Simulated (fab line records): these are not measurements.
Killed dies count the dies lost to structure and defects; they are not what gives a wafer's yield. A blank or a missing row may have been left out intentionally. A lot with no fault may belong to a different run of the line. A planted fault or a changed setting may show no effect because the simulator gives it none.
fab line records	flow nand_harc
record lots=14	wafers=42	last_day=23
route steps=1159 shown A_CONTACT@947 THIN_TSV@1118 END@1159
lots that met no fault: from a run of the same line without faults
start_h: hours from the record's opening day to when the first of the lot's shown wafers began	wait_h: time in hours since the lot's previous step	" as in the row above	L1.1+2: a row that stands for several wafers	- no value, or no start was given	* or withheld: withheld	< > ~ a bound
route shown NAME@n: a module of which the file shows steps, and the number in the route of the first	usual: mean and standard deviation over wafers with no fault	same: alike in all rows	chamber/n: place in a boat	sites: each site's reading	_std_site: standard deviation of those values	_edge_site: inner sites' mean taken away from outer sites' mean	radius_mm: how far each site lies from the wafer's centre	mask NAME#n: copy n	behind: the tool/chamber that last shaped the wafer	hold: reason for holding the lot/hours on hold/outcome of the hold	device: the transistor (n, p or np) that didn't switch	end of line: tests run on the same wafers once the route is complete	for a step that has no rows: nothing shown but its recipe	killed: at the first sort, the dies lost to defects and structure; wafer yield is something else	map: shows each die of a wafer: x if killed, . if not, _ if none is there
set.NAME: the setting that was run; set.NAME@STEP: the one run at that earlier step	model.NAME: the simulator's own value behind a step, which no gauge read
one table for each step of the route and one row for each wafer, over a sample of lots
services: from which hour (start_h, from the record's first day; less than 0 if before it) a tool's chamber was out of use, for how many hours, and why
## steps
# step NHARC_A_CONTACT_ETCH_138
# recipe source_w=withheld	pressure_mtorr=20	bias_v=3000	time_s=132	target_depth_a=12890	ar_flow_sccm=withheld	c4f8_flow_sccm=withheld	o2_flow_sccm=withheld	chemistry=C4F8/O2/Ar
lot.wafer	tool	chamber	start_h	wait_h	rf_hours_counter_h
L816.1	har_cap_etch-02	0	394.76	0.1	15
L816.6	"	0	"	"	-
L816.5	"	1	"	"	-
L815.2	har_cap_etch-03	0	395.65	0.1	87
L815.1	"	1	"	"	87
L815.4	"	0	"	"	-
L819.1	har_cap_etch-02	0	400.84	0.1	16
L819.4	"	0	"	"	-
L819.6	"	0	"	"	-
L817.1	har_cap_etch-01	1	403.28	0.1	62
L817.3	"	0	"	"	-
L817.6	"	1	"	"	-
L818.4	har_cap_etch-01	1	423.50	0.1	-
L818.3	"	0	"	"	-
L818.5	"	1	"	"	-
L821.2	har_cap_etch-02	0	429.77	0.1	22
L821.3	"	0	"	"	-
L821.4	"	1	"	"	-
L824.1	har_cap_etch-02	1	434.65	0.1	23
L824.4	"	1	"	"	-
L824.6	"	0	"	"	-
L820.1	har_cap_etch-03	1	435.84	0.1	93
L820.5	"	0	"	"	-
L820.6	"	1	"	"	-
L823.2	har_cap_etch-03	1	441.51	0.1	94
L823.3	"	0	"	"	-
L823.5	"	0	"	"	-
L827.1	har_cap_etch-01	0	460.07	0.1	73
L827.3	"	1	"	"	-
L827.5	"	1	"	"	-
L826.1	har_cap_etch-03	0	475.87	0.1	101
L826.5	"	1	"	"	-
L826.6	"	0	"	"	-
L829.1	har_cap_etch-02	0	476.79	0.1	30
L829.3	"	0	"	"	-
L829.6	"	0	"	"	-
L831.1	har_cap_etch-03	1	484.58	0.1	103
L831.4	"	1	"	"	-
L831.3	"	0	"	"	-
L830.2	har_cap_etch-02	1	490.02	0.1	32
L830.1	"	0	"	"	32
L830.6	"	0	"	"	-
# step NHARC_THIN_TSV_DESCUM_14
# recipe time_s=3	o2_flow_sccm=200	ar_flow_sccm=0	bias_power_w=0	chemistry=O2
# usual drypump_motor_current_A=5.5/0.39	mfc_ar_sccm=0.013/0.013	oes_product_au=1.003/0.0094	rf_vpp_V=57.5/0.84	showerhead_plenum_p_Torr=1.88/0.076	throttle_valve_pct=11.311/0.0091
lot.wafer	tool	chamber	start_h	wait_h	drypump_motor_current_A	mfc_ar_sccm	oes_product_au	rf_hours_counter_h	rf_vpp_V	showerhead_plenum_p_Torr	throttle_valve_pct
L816.1	rie_diel-06	3	429.52	-	5.8	0	0.986	0	57.7	1.82	11.326
L816.6	"	2	"	"	5.0	0.023	1.003	-	58.7	1.80	11.327
L816.5	"	3	"	"	5.8	0	0.996	-	56.3	1.82	11.316
L815.4	rie_diel-06	1	433.16	-	6.4	0.018	1.006	1	58.2	1.97	11.304
L815.2	"	2	"	"	5.1	0.023	1.001	0	56.6	1.80	11.313
L815.1	"	0	"	"	5.3	0.031	1.015	1	57.6	1.95	11.303
L819.1	rie_diel-13	2	437.63	-	5.3	0	1.007	10	58.4	2.00	11.329
L819.4	"	3	"	"	5.5	0	1.014	10	56.9	1.79	11.305
L819.6	"	1	"	"	5.2	0	1.022	-	56.8	1.80	11.295
L817.1	rie_diel-01	2	438.81	-	5.5	0.006	1.019	13	59.0	1.94	11.309
L817.3	"	3	"	"	5.2	0.018	0.998	14	57.8	1.95	11.302
L817.6	"	3	"	"	5.2	0.018	0.995	-	57.6	1.95	11.319
L818.3	rie_diel-01	0	457.70	-	5.5	0.030	0.978	16	58.2	1.91	11.299
L818.4	"	0	"	"	5.5	0.030	0.978	-	58.3	1.91	11.307
L818.5	"	1	"	"	5.1	0	1.000	-	58.2	1.84	11.305
L821.4	rie_diel-13	2	469.94	-	5.3	0	1.003	0	57.5	2.00	11.314
L821.2	"	0	"	"	5.7	0.033	1.004	1	58.1	1.83	11.308
L821.3	"	1	"	"	5.2	0	1.016	1	58.9	1.80	11.305
L824.1	rie_diel-13	0	476.20	-	5.8	0.033	1.001	2	56.9	1.83	11.308
L824.4	"	1	"	"	5.1	0	1.007	1	57.7	1.80	11.306
L824.6	"	0	"	"	5.8	0.033	1.002	-	57.9	1.83	11.310
L820.1	rie_diel-06	2	477.59	-	5.0	0.023	1.006	4	57.4	1.80	11.307
L820.6	"	2	"	"	5.0	0.023	1.009	-	57.4	1.80	11.294
L820.5	"	3	"	"	5.8	0	0.985	-	56.7	1.82	11.324
L823.2	rie_diel-13	1	478.67	-	5.1	0	1.009	1	58.0	1.80	11.317
L823.3	"	2	"	"	5.3	0	0.990	2	59.5	1.99	11.304
L823.5	"	3	"	"	5.6	0	0.990	-	56.5	1.79	11.315
L827.3	rie_diel-06	2	496.58	-	5.0	0.023	1.010	5	56.9	1.80	11.312
L827.1	"	1	"	"	6.4	0.018	1.020	5	58.3	1.96	11.305
L827.5	"	3	"	"	5.8	0	0.996	-	57.6	1.82	11.316
L826.1	rie_diel-06	2	515.12	-	5.0	0.023	1.011	6	57.3	1.80	11.315
L826.6	"	1	"	"	6.4	0.018	1.003	-	57.6	1.96	11.304
L826.5	"	2	"	"	5.0	0.023	1.011	-	56.6	1.80	11.308
L829.3	rie_diel-13	0	516.39	-	5.8	0.033	0.999	4	58.4	1.83	11.307
L829.1	"	1	"	"	5.1	0	1.012	4	56.7	1.80	11.330
L829.6	"	2	"	"	5.3	0	1.005	-	56.4	1.99	11.319
L831.1	rie_diel-13	0	524.34	-	5.8	0.033	1.010	5	58.5	1.83	11.304
L831.4	"	1	"	"	5.1	0	1.002	4	58.1	1.80	11.303
L831.3	"	2	"	"	5.3	0	0.990	4	55.4	1.99	11.315
L830.1	rie_diel-01	3	532.02	-	5.2	0.018	1.003	3	57.9	1.95	11.314
L830.2	"	0	"	"	5.5	0.030	1.002	3	58.0	1.91	11.313
L830.6	"	3	"	"	5.2	0.018	0.997	-	58.7	1.95	11.317
# step NHARC_THIN_TSV_STRIP_62
# recipe power_w=1500	temp_c=250	time_s=20	chemistry=N2/H2
# usual drypump_motor_current_A=5.67/0.22	heater_power_w=317/41
lot.wafer	tool	chamber	start_h	wait_h	drypump_motor_current_A	heater_power_w	rf_hours_counter_h
L816.1	plasma_asher-01	0	432.13	-	5.66	388	55
L816.6	"	0	"	"	5.66	382	-
L816.5	"	1	"	"	5.41	310	-
L815.1	plasma_asher-01	1	435.61	-	5.39	314	56
L815.2	"	0	"	"	5.70	380	56
L815.4	"	0	"	"	5.71	387	-
L819.1	plasma_asher-02	0	440.14	-	5.94	244	25
L819.4	"	0	"	"	5.93	238	-
L819.6	"	1	"	"	5.85	336	-
L817.1	plasma_asher-01	0	441.44	-	5.65	391	59
L817.3	"	0	"	"	5.60	382	-
L817.6	"	1	"	"	5.37	308	-
L818.4	plasma_asher-02	0	460.79	-	5.93	246	-
L818.3	"	1	"	"	5.92	331	-
L818.5	"	1	"	"	5.89	337	-
L821.2	plasma_asher-01	1	472.40	-	5.37	305	4
L821.3	"	1	"	"	5.40	313	-
L821.4	"	0	"	"	5.75	346	-
L824.1	plasma_asher-01	0	479.10	-	5.69	344	6
L824.4	"	0	"	"	5.69	344	-
L824.6	"	1	"	"	5.35	310	-
L820.1	plasma_asher-02	1	480.04	-	5.88	338	41
L820.5	"	1	"	"	5.92	333	-
L820.6	"	0	"	"	5.93	235	-
L823.2	plasma_asher-02	1	481.17	-	5.85	327	41
L823.3	"	0	"	"	5.93	236	-
L823.5	"	1	"	"	5.89	334	-
L827.1	plasma_asher-01	1	499.16	-	5.36	320	12
L827.3	"	1	"	"	5.39	312	-
L827.5	"	0	"	"	5.69	351	-
L826.1	plasma_asher-02	0	517.77	-	5.94	242	52
L826.5	"	1	"	"	5.89	333	-
L826.6	"	0	"	"	5.94	241	-
L829.1	plasma_asher-01	1	518.86	-	5.39	307	18
L829.3	"	0	"	"	5.67	348	-
L829.6	"	0	"	"	5.68	346	-
L831.1	plasma_asher-01	1	527.01	-	5.36	322	22
L831.4	"	1	"	"	5.38	312	-
L831.3	"	0	"	"	5.66	335	-
L830.2	plasma_asher-02	1	534.46	-	5.85	343	58
L830.1	"	0	"	"	5.91	237	58
L830.6	"	0	"	"	5.91	236	-
# step NHARC_END_SORT_01
# recipe temp_c=25
# usual killed_at_array=28/8.6	killed_at_other=0.7/1.2	killed_at_periphery=3.1/2.3	killed_dies=32/8.7	killed_open=3.2/1.7	killed_short=2.0/1.5
# same gross_dies=677
lot.wafer	tool	chamber	start_h	wait_h	killed_at_array	killed_at_other	killed_at_periphery	killed_dies	killed_open	killed_short
L817.1	prober-02	0	461.55	4.2	41	1	4	46	7	2
L817.3	prober-02	0	463.16	4.8	33	0	3	36	1	2
L817.6	prober-02	0	465.57	5.7	18	0	8	26	6	4
L818.3	prober-01	0	474.37	3.1	27	0	3	30	4	7
L818.4	prober-01	0	475.18	3.4	42	2	4	48	3	4
L818.5	prober-01	0	476.00	3.7	24	3	4	31	4	2
L821.2	prober-02	0	485.95	2.8	30	4	7	41	2	4
L821.3	prober-02	0	486.75	3.1	21	0	8	29	2	2
L821.4	prober-02	0	487.54	3.4	28	2	3	33	2	5
L820.1	prober-02	0	492.92	2.5	25	0	0	25	1	0
L820.5	prober-02	0	496.13	3.7	25	1	4	30	7	1
L820.6	prober-02	0	496.93	4.0	32	0	2	34	5	2
L823.2	prober-01	0	493.72	2.8	27	0	0	27	2	0
L823.3	prober-01	0	494.51	3.1	33	0	3	36	4	2
L823.5	prober-01	0	496.10	3.7	26	0	2	28	7	2
L824.1	prober-01	0	500.71	2.5	30	2	4	36	7	5
L824.4	prober-01	0	503.11	3.4	19	1	3	23	3	2
L824.6	prober-01	0	504.72	4.0	25	1	5	31	4	2
L827.1	prober-02	0	515.05	2.5	38	0	3	41	3	3
L827.3	prober-02	0	516.63	3.1	36	0	4	40	4	2
L827.5	prober-02	0	518.20	3.7	29	0	0	29	3	5
L829.1	prober-01	0	530.02	2.5	77	3	5	85	2	2
L829.3	prober-01	0	531.59	3.0	83	4	3	90	3	1
L829.6	prober-01	0	533.93	3.9	87	3	3	93	4	6
L826.1	prober-02	0	530.03	2.5	30	0	1	31	5	2
L826.5	prober-02	0	533.25	3.7	42	0	1	43	6	2
L826.6	prober-02	0	534.05	4.0	34	0	1	35	5	6
L830.1	prober-01	0	549.15	2.5	98	0	3	101	2	1
L830.2	prober-01	0	549.95	2.8	127	0	6	133	2	0
L830.6	prober-01	0	553.14	4.0	100	0	7	107	4	0
# killed by level:class
L817.1 A_CHANNEL_HOLE_D1:chamber_film_flake=19 A_SLIT:chamber_film_flake=10 P_M1:geometric_particle:open=2 A_ONON_D1:geometric_particle:open=2 A_WL_FILL:geometric_particle:open=2 A_ZERO_WELL:chamber_film_flake=2 A_CHANNEL_FILL_D1:chamber_film_flake=2 P_CONTACT:geometric_particle:open=1
L817.3 A_SLIT:chamber_film_flake=12 A_CHANNEL_HOLE_D1:chamber_film_flake=10 A_STAIRCASE:chamber_film_flake=4 P_GATE:chamber_film_flake=2 A_CHANNEL_FILL_D1:chamber_film_flake=2 A_CONTACT:chamber_film_flake=2 P_STI:geometric_particle:short=1 A_CHANNEL_FILL_D1:geometric_particle:short=1
L817.6 A_CHANNEL_HOLE_D1:chamber_film_flake=7 P_GATE:chamber_film_flake=4 A_M1:geometric_particle:open=3 P_CONTACT:geometric_particle:short=2 A_SLIT:chamber_film_flake=2 A_CONTACT:chamber_film_flake=2 P_M0:geometric_particle:short=1 P_M1:geometric_particle:open=1
L818.3 A_SLIT:chamber_film_flake=6 A_CHANNEL_HOLE_D1:chamber_film_flake=4 A_M1:chamber_film_flake=3 A_SOURCE_PLATE:geometric_particle:short=2 A_BLC:geometric_particle:open=2 A_CONTACT:chamber_film_flake=2 P_GATE:geometric_particle:open=1 P_M0:geometric_particle:short=1
L818.4 A_SLIT:chamber_film_flake=17 P_GATE:chamber_film_flake=4 A_CHANNEL_HOLE_D1:chamber_film_flake=4 A_M1:chamber_film_flake=4 A_STAIRCASE:chamber_film_flake=3 A_M0:chamber_film_flake=3 A_CHANNEL_FILL_D1:geometric_particle:short=2 A_CONTACT:geometric_particle:open=2
L818.5 A_SLIT:chamber_film_flake=10 P_GATE:chamber_film_flake=3 THIN_TSV:chamber_film_flake=3 A_CHANNEL_HOLE_D1:chamber_film_flake=2 A_STAIRCASE:chamber_film_flake=2 A_M0:chamber_film_flake=2 A_M1:chamber_film_flake=2 P_GATE:geometric_particle:open=1
L821.2 A_CHANNEL_HOLE_D1:chamber_film_flake=21 A_STAIRCASE:chamber_film_flake=4 THIN_TSV:chamber_film_flake=4 P_STI:chamber_film_flake=2 A_CONTACT:chamber_film_flake=2 P_STI:geometric_particle:short=1 P_GATE:geometric_particle:short=1 P_CONTACT:geometric_particle:open=1
L821.3 A_CHANNEL_HOLE_D1:chamber_film_flake=12 P_CONTACT:chamber_film_flake=3 P_GATE:chamber_film_flake=2 A_CHANNEL_FILL_D1:chamber_film_flake=2 A_STAIRCASE:chamber_film_flake=2 A_CONTACT:chamber_film_flake=2 P_CONTACT:geometric_particle:short=1 P_M0:geometric_particle:open=1
L821.4 A_CHANNEL_HOLE_D1:chamber_film_flake=13 A_STAIRCASE:chamber_film_flake=6 A_SOURCE_PLATE:geometric_particle:short=2 THIN_TSV:chamber_film_flake=2 P_STI:chamber_film_flake=2 A_ZERO_WELL:chamber_film_flake=2 P_M0:geometric_particle:open=1 A_WL_FILL:geometric_particle:short=1
L820.1 A_SLIT:chamber_film_flake=10 A_STAIRCASE:chamber_film_flake=9 A_CONTACT:chamber_film_flake=3 A_WL_FILL:geometric_particle:open=1 A_ZERO_WELL:chamber_film_flake=1 A_CHANNEL_HOLE_D1:chamber_film_flake=1
L823.2 A_SLIT:chamber_film_flake=10 A_STAIRCASE:chamber_film_flake=5 A_CONTACT:chamber_film_flake=5 A_CHANNEL_HOLE_D1:chamber_film_flake=4 A_CONTACT:geometric_particle:open=1 A_BLC:geometric_particle:open=1 A_CHANNEL_FILL_D1:chamber_film_flake=1
L823.3 A_SLIT:chamber_film_flake=13 A_CHANNEL_HOLE_D1:chamber_film_flake=6 A_STAIRCASE:chamber_film_flake=5 A_CHANNEL_FILL_D1:chamber_film_flake=2 P_M0:geometric_particle:open=1 P_M1:geometric_particle:short=1 A_ONON_D1:geometric_particle:open=1 A_CONTACT:geometric_particle:short=1
L823.5 A_SLIT:chamber_film_flake=8 A_CONTACT:chamber_film_flake=5 A_STAIRCASE:chamber_film_flake=4 A_M0:geometric_particle:open=2 A_CHANNEL_HOLE_D1:chamber_film_flake=2 P_CONTACT:geometric_particle:short=1 P_M0:geometric_particle:open=1 A_ONON_D1:geometric_particle:open=1
L820.5 A_SLIT:chamber_film_flake=16 A_CONTACT:chamber_film_flake=4 P_CONTACT:geometric_particle:open=3 A_CHANNEL_HOLE_D1:chamber_film_flake=2 P_GATE:geometric_particle:open=1 A_ONON_D1:geometric_particle:open=1 A_CHANNEL_FILL_D1:geometric_particle:short=1 A_SGD_CUT:geometric_particle:open=1
L820.6 A_SLIT:chamber_film_flake=11 A_STAIRCASE:chamber_film_flake=5 A_CONTACT:chamber_film_flake=5 A_CHANNEL_HOLE_D1:chamber_film_flake=3 A_WL_FILL:geometric_particle:open=2 A_CHANNEL_FILL_D1:chamber_film_flake=2 P_CONTACT:geometric_particle:open=1 A_CHANNEL_FILL_D1:geometric_particle:open=1
L824.1 A_CHANNEL_HOLE_D1:chamber_film_flake=13 A_ONON_D1:geometric_particle:open=2 A_BLC:geometric_particle:open=2 P_STI:chamber_film_flake=2 A_ZERO_WELL:chamber_film_flake=2 A_WL_FILL:chamber_film_flake=2 THIN_TSV:chamber_film_flake=2 P_GATE:geometric_particle:open=1
L824.4 A_CHANNEL_HOLE_D1:chamber_film_flake=12 A_STAIRCASE:chamber_film_flake=2 A_WL_FILL:chamber_film_flake=2 P_CONTACT:geometric_particle:short=1 P_CONTACT:geometric_particle:open=1 A_WL_FILL:geometric_particle:short=1 A_CONTACT:geometric_particle:open=1 A_BLC:geometric_particle:open=1
L824.6 A_CHANNEL_HOLE_D1:chamber_film_flake=15 P_STI:chamber_film_flake=4 A_SLIT:chamber_film_flake=2 A_WL_FILL:chamber_film_flake=2 P_M1:geometric_particle:open=1 A_CHANNEL_HOLE_D1:geometric_particle:open=1 A_CHANNEL_FILL_D1:geometric_particle:short=1 A_WL_FILL:geometric_particle:open=1
L827.1 A_SLIT:chamber_film_flake=18 A_CHANNEL_HOLE_D1:chamber_film_flake=6 A_STAIRCASE:chamber_film_flake=4 A_CONTACT:chamber_film_flake=4 A_WL_FILL:geometric_particle:short=2 P_CONTACT:geometric_particle:open=1 A_CHANNEL_FILL_D1:geometric_particle:open=1 A_CONTACT:geometric_particle:open=1
L827.3 A_SLIT:chamber_film_flake=21 A_CHANNEL_HOLE_D1:chamber_film_flake=7 A_CONTACT:chamber_film_flake=3 P_GATE:geometric_particle:open=1 P_CONTACT:geometric_particle:open=1 P_M2:geometric_particle:open=1 A_ONON_D1:geometric_particle:open=1 A_ONON_D1:geometric_particle:short=1
L827.5 A_SLIT:chamber_film_flake=13 A_CONTACT:chamber_film_flake=4 A_CHANNEL_HOLE_D1:chamber_film_flake=2 A_STAIRCASE:chamber_film_flake=2 A_SOURCE_PLATE:geometric_particle:short=1 A_SOURCE_PLATE:geometric_particle:open=1 A_ONON_D1:geometric_particle:open=1 A_CHANNEL_HOLE_D1:geometric_particle:short=1
L829.1 A_CONTACT:unspecified=51 A_CHANNEL_HOLE_D1:chamber_film_flake=18 A_CONTACT:chamber_film_flake=4 THIN_TSV:chamber_film_flake=3 P_CONTACT:chamber_film_flake=2 P_GATE:geometric_particle:short=1 A_CHANNEL_FILL_D1:geometric_particle:short=1 A_SGD_CUT:geometric_particle:open=1
L826.1 A_SLIT:chamber_film_flake=14 A_CONTACT:chamber_film_flake=6 A_CHANNEL_HOLE_D1:chamber_film_flake=3 A_CONTACT:geometric_particle:open=2 A_CONTACT:geometric_particle:short=2 P_M2:geometric_particle:open=1 A_SGD_CUT:geometric_particle:open=1 A_WL_FILL:geometric_particle:open=1
L829.3 A_CONTACT:unspecified=60 A_CHANNEL_HOLE_D1:chamber_film_flake=12 A_CONTACT:chamber_film_flake=7 P_CONTACT:chamber_film_flake=3 THIN_TSV:chamber_film_flake=3 A_ONON_D1:geometric_particle:open=1 A_CONTACT:geometric_particle:open=1 A_BLC:geometric_particle:short=1
L826.5 A_SLIT:chamber_film_flake=17 A_CONTACT:chamber_film_flake=8 A_CHANNEL_HOLE_D1:chamber_film_flake=7 A_CONTACT:geometric_particle:open=3 A_STAIRCASE:chamber_film_flake=2 A_SOURCE_PLATE:geometric_particle:open=1 A_ONON_D1:geometric_particle:short=1 A_CHANNEL_FILL_D1:geometric_particle:open=1
L829.6 A_CONTACT:unspecified=54 A_CHANNEL_HOLE_D1:chamber_film_flake=15 A_CONTACT:chamber_film_flake=9 A_CONTACT:geometric_particle:short=3 THIN_TSV:chamber_film_flake=3 P_CONTACT:chamber_film_flake=2 P_M0:geometric_particle:open=1 A_SOURCE_PLATE:geometric_particle:short=1
L826.6 A_SLIT:chamber_film_flake=13 A_CHANNEL_HOLE_D1:chamber_film_flake=4 A_CONTACT:chamber_film_flake=4 A_M0:geometric_particle:short=2 A_WL_FILL:chamber_film_flake=2 P_M1:geometric_particle:open=1 A_ONON_D1:geometric_particle:open=1 A_CHANNEL_HOLE_D1:geometric_particle:short=1
L830.1 A_CONTACT:unspecified=60 A_CHANNEL_HOLE_D1:chamber_film_flake=15 A_SLIT:chamber_film_flake=10 A_CONTACT:chamber_film_flake=5 P_ZERO_WELL:chamber_film_flake=3 A_BONDPAD:chamber_film_flake=3 A_STAIRCASE:chamber_film_flake=2 A_ONON_D1:geometric_particle:open=1
L830.2 A_CONTACT:unspecified=86 A_CHANNEL_HOLE_D1:chamber_film_flake=16 A_SLIT:chamber_film_flake=11 A_CONTACT:chamber_film_flake=9 P_ZERO_WELL:chamber_film_flake=5 A_STAIRCASE:chamber_film_flake=2 A_WL_FILL:chamber_film_flake=2 P_M0:geometric_particle:open=1
L830.6 A_CONTACT:unspecified=59 A_CHANNEL_HOLE_D1:chamber_film_flake=17 A_SLIT:chamber_film_flake=10 A_CONTACT:chamber_film_flake=9 P_ZERO_WELL:chamber_film_flake=3 P_M2:chamber_film_flake=2 P_GATE:geometric_particle:open=1 A_BLC:geometric_particle:open=1
## services
tool	chamber	start_h	hours	kind
rie_diel-13	2	373.07	7.6	repair
rie_diel-13	0	383.04	-	clean
rie_diel-13	1	383.04	-	clean
rie_diel-13	2	383.04	-	clean
rie_diel-13	3	383.04	-	clean
rie_diel-13	2	390.11	1.4	repair
rie_diel-13	0	407.64	-	clean
rie_diel-13	1	407.64	-	clean
rie_diel-13	2	407.64	-	clean
rie_diel-13	3	407.64	-	clean
rie_diel-06	-	418.21	9.0	pm
rie_diel-13	0	432.14	-	clean
rie_diel-13	1	432.14	-	clean
rie_diel-13	2	432.14	-	clean
rie_diel-13	-	453.03	9.0	pm
plasma_asher-01	-	453.33	9.0	pm
plasma_asher-01	0	453.33	9.0	vent_cycle
plasma_asher-01	1	453.33	9.0	vent_cycle
rie_diel-01	2	457.54	3.1	repair
plasma_asher-01	0	462.33	-	clean
plasma_asher-01	1	462.33	-	clean
rie_diel-01	2	472.67	1.6	repair
plasma_asher-02	-	478.47	0.9	repair
rie_diel-01	-	491.80	9.0	pm
## key
first_sign step=NHARC_END_SORT_01	reading=killed_dies	direction=up	sigmas=8	usual=32	struck=102
effect step=NHARC_END_SORT_01	reading=killed_at_array	direction=up	sigmas=7.8	usual=28	struck=95
more_kills_born_at NHARC_A_CONTACT_ETCH_138@har_cap_etch-02=370
met_at NHARC_A_CONTACT_ETCH_138
struck_lots L829,L830
tester_left_out L829,L830
not_acting_at NHARC_THIN_TSV_DESCUM_14,NHARC_THIN_TSV_STRIP_62
onset_between 434.65 476.79
fault kind=chamber_particle_source	tool=har_cap_etch-02	chamber=-	onset_h=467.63	steps=NHARC_A_CONTACT_ETCH_138	rate_per_visit_cm2=0.78507	end_h=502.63
# tester_left_out: of these lots the tester's yield and bins aren't shown, on N5 and GAA mostly nor the transistor test; their killed dies are dies lost to structure and defects alone, not to doping, threshold or leakage, so they don't give the yield
